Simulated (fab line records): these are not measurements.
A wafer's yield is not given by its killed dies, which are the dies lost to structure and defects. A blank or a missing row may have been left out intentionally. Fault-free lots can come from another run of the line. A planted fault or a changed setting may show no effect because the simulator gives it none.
Matching of chambers | flow n5Finfet | uvCure-03 running N5_BEOL_M6_CURE_74: 3 sister chambers
The step cures SiCOH lowk, time 240 s. 22 wafers are shown with their chamber, then 11 later ones without.

== WAFERS PAIRED WITH THEIR CHAMBERS ==
wafer  | chamber | wafer_temp_C_max | lampPowerPct (%)
L075.2 | 2       | 387.4            | 52.42
L075.5 | 2       | 387.8            | 52.31
L075.6 | 2       | 387.5            | 52.38
L079.1 | 2       | 387.2            | 52.21
L079.4 | 2       | 386.7            | 52.31
L079.6 | 2       | 388.2            | 52.37
L081.2 | 2       | 387.5            | 52.25
L081.4 | 2       | 387.9            | 52.32
L081.6 | 2       | 386.9            | 52.31
L082.2 | 0       | 386.7            | 52.30
L082.3 | 0       | 386.4            | 52.32
L082.6 | 0       | 386.1            | 52.21
L084.1 | 1       | 388.3            | 52.28
L084.2 | 1       | 388.9            | 52.38
L084.5 | 1       | 388.1            | 52.28
L085.4 | 2       | 387.7            | 52.32
L085.5 | 2       | 387.6            | 52.40
L085.6 | 2       | 386.9            | 52.40
L088.1 | 2       | 386.4            | 52.34
L088.2 | 2       | 387.1            | 52.32
L088.3 | 2       | 387.5            | 52.30
L087.1 | 2       | 386.7            | 52.32

SIGNATURES, as means of the wafers listed above
reading          | chamber 0 | chamber 1 | chamber 2 | scatter within a chamber
wafer_temp_C_max | 386.400   | 388.433   | 387.312   | 0.472
lampPowerPct     | 52.2767   | 52.3133   | 52.3300   | 0.0557
Rule: for a wafer and a chamber, the distance is found by dividing, reading by reading, the gap between the wafer's reading and the chamber's mean by the reading's scatter, squaring, summing and taking the root. If the next closest chamber is less than 2 further off than the closest, the wafer can't be placed; otherwise it belongs to the closest. How the scatter is found: for the shown wafers, subtract from each reading the mean of its chamber, square and add these, divide the total by (wafers less chambers), then take the root.

== WAFERS WITH NO CHAMBER GIVEN ==
wafer  | wafer_temp_C_max | lampPowerPct (%)
L087.2 | 387.2            | 52.38
L087.3 | 386.5            | 52.28
L090.2 | 386.1            | 52.30
L090.3 | 386.4            | 52.36
L090.5 | 386.1            | 52.37
L096.2 | 386.3            | 52.34
L096.3 | 386.3            | 52.17
L096.5 | 386.2            | 52.28
L097.2 | 386.9            | 52.28
L097.4 | 387.1            | 52.33
L097.5 | 387.4            | 52.39

== THE CHAMBER EACH PASSED THROUGH ==
wafer  | from the rows above          | in truth
L087.2 | can't be placed: 2 or 0 or 1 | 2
L087.3 | can't be placed: 0 or 2      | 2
L090.2 | can't be placed: 0 or 2      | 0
L090.3 | can't be placed: 0 or 2      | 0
L090.5 | can't be placed: 0 or 2      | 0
L096.2 | can't be placed: 0 or 2      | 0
L096.3 | can't be placed: 0 or 2      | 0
L096.5 | 0                            | 0
L097.2 | can't be placed: 0 or 2      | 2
L097.4 | can't be placed: 2 or 0      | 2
L097.5 | can't be placed: 2 or 1 or 0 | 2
Correct placement for 1 of the 11. These rows do not allow placing 10 (true chamber among the candidates in 10). Placed wrongly: 0.
